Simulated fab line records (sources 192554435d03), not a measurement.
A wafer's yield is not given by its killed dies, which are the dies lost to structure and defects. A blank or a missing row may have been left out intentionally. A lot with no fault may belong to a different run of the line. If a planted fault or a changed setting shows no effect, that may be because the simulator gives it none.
Chamber matching -- flow n5-finfet -- N5_BEOL_M3_PECVD_72 on pecvd-01 has 3 sister chambers
The step deposits SiO2 from TEOS/O2, target thk 16 nm, time 18 s. 14 wafers are shown with their chamber, then 6 later ones without.

## WAFERS WITH THEIR CHAMBER
wafer,chamber,throttle-valve-pct (%),showerhead-plenum-p-Torr (Torr),heater-power-w (W)
L145.1,2,21.6,8.84,829
L145.2,1,21.6,8.74,668
L145.5,0,24.5,8.80,848
L150.2,0,24.4,8.81,869
L150.4,2,21.5,8.85,816
L150.6,0,24.2,8.82,851
L151.1,2,21.3,8.83,789
L151.2,1,21.6,8.75,727
L151.3,0,24.5,8.82,893
L152.2,0,24.6,8.83,867
L152.4,1,21.7,8.74,796
L152.5,0,24.4,8.83,881
L154.2,2,21.8,8.80,826
L154.3,0,24.6,8.82,785

SIGNATURES (averages over the wafers above)
reading,chamber 0,chamber 1,chamber 2,scatter within a chamber
throttle-valve-pct,24.457,21.633,21.550,0.152
showerhead-plenum-p-Torr,8.8186,8.7433,8.8300,0.014
heater-power-w,856.29,730.33,815.00,38.9
Rule: distance of a wafer from a chamber = root of the sum over the readings of ((wafer's reading minus chamber's mean) / reading's scatter) squared. The wafer belongs to the nearest chamber; if the next one is less than 2 further off, it can't be placed. The scatter: the root of (the sum of the squares of (reading less its chamber's mean) over the shown wafers, divided by (wafers less chambers)).

## WAFERS WITHOUT THEIR CHAMBER
wafer,throttle-valve-pct (%),showerhead-plenum-p-Torr (Torr),heater-power-w (W)
L154.6,21.5,8.74,702
L155.3,21.5,8.85,943
L155.4,24.4,8.83,756
L161.1,24.9,8.81,804
L161.3,21.7,8.77,710
L161.4,21.5,8.75,707

## THE CHAMBER EACH PASSED THROUGH
wafer,from the rows above,in truth
L154.6,1,1
L155.3,2,2
L155.4,0,0
L161.1,0,0
L161.3,1,1
L161.4,1,1
Placed correctly: 6 of 6. Left unplaced by these rows: 0. 0 placed wrongly.
